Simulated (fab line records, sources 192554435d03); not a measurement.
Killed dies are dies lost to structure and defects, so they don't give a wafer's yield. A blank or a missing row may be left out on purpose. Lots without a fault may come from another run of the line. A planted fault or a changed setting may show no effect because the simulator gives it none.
Which tool did it? | flow n5_finfet | 6 lots, 18 wafers sampled, at 2 steps of a route of 1938

WHAT THE GAUGES READ, wafer by wafer
N5_MOL_CONTACT_COAG_THK_MEAS_53.
lot  | measured     | on            | VIA_MOL_THK (nm)
L608 | day 5 20:17  | film_metro-01 | 43.0 43.5 44.1
L617 | day 7 23:45  | film_metro-01 | 42.8 43.4 40.7
L620 | day 8 20:34  | film_metro-02 | 44.3 44.2 43.5
L623 | day 9 11:28  | film_metro-02 | 43.6 43.1 44.5
L625 | day 9 23:18  | film_metro-01 | 43.6 43.6 44.0
L628 | day 10 20:07 | film_metro-02 | 44.5 44.6 45.1

WHICH TOOL RAN EACH LOT (tool, then ch and the chambers of the sampled wafers, then the start)
lot  | N5_MOL_CONTACT_COAG_PECVD_31
L608 | pecvd-03 ch 1,2, day 5 16:17
L617 | pecvd-04 ch 0,1, day 7 20:19
L620 | pecvd-01 ch 0,2, day 8 13:51
L623 | pecvd-03 ch 1,2, day 9 07:49
L625 | pecvd-01 ch 0,1, day 9 19:06
L628 | pecvd-03 ch 0,2, day 10 15:44
- N5_MOL_CONTACT_COAG_PECVD_31: deposits SiO2 from TEOS/O2, target thk 46 nm, time 8.9 s.

THE ANSWER, worked out from the rows above alone
Rule: what is usual is taken from the lots themselves. Put in order of their means at a reading, lots are off if they are a third of the lots or fewer, leave a main group of 4 or more, and stand apart from it by a gap of 3 or more times the standard deviation of the main group's means; of several such gaps the widest counts. A main group whose means are all the same, to the digits that the tables above print for the reading, isn't used. A lot without any number at a reading at which 4 lots or more have one is off too. The other lots that the step has rows for count as sound.
No lot is off at any reading shown: from this, nothing can be told.

WHAT THE SIMULATOR HAD PUT IN
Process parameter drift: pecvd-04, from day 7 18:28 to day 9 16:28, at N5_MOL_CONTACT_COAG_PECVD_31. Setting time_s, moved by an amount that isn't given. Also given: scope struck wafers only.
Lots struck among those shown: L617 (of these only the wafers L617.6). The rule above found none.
